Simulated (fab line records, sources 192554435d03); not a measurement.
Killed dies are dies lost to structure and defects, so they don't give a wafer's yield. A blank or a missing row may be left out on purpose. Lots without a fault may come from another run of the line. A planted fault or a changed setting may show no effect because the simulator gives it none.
Which tool did it? | flow n5_finfet | 12 lots, 36 wafers sampled, at 1 step of a route of 1938

WHAT THE GAUGES READ, wafer by wafer
N5_BEOL_M15_INSPECT_55: inspects for defects (darkfield).
lot  | measured     | on                | raw_defect_count
L075 | day 13 02:43 | defect_inspect-01 | 118 43 56
L076 | day 13 06:43 | defect_inspect-01 | 27 62 65
L078 | day 13 09:50 | defect_inspect-02 | 74 62 69
L081 | day 14 03:19 | defect_inspect-01 | 91 93 131
L084 | day 14 12:33 | defect_inspect-01 | 82 65 49
L086 | day 15 15:32 | defect_inspect-01 | 70 62 55
L087 | day 16 07:34 | defect_inspect-02 | 115 71 86
L089 | day 16 23:08 | defect_inspect-02 | 61 54 41
L092 | day 17 11:11 | defect_inspect-02 | 56 62 65
L094 | day 18 01:11 | defect_inspect-02 | 54 51 77
L095 | day 18 04:41 | defect_inspect-02 | 89 53 61
L097 | day 18 15:43 | defect_inspect-02 | 59 54 53

WHICH TOOL RAN EACH LOT (tool, then ch and the chambers of the sampled wafers, then the start)
The record holds no process step before these readings.

THE ANSWER, worked out from the rows above alone
Rule: what is usual is taken from the lots themselves. Put in order of their means at a reading, lots are off if they are a third of the lots or fewer, leave a main group of 4 or more, and stand apart from it by a gap of 3 or more times the standard deviation of the main group's means; of several such gaps the widest counts. A main group whose means are all the same, to the digits that the tables above print for the reading, isn't used. A lot without any number at a reading at which 4 lots or more have one is off too. The other lots that the step has rows for count as sound.
No lot is off at any reading shown: from this, nothing can be told.

WHAT THE SIMULATOR HAD PUT IN
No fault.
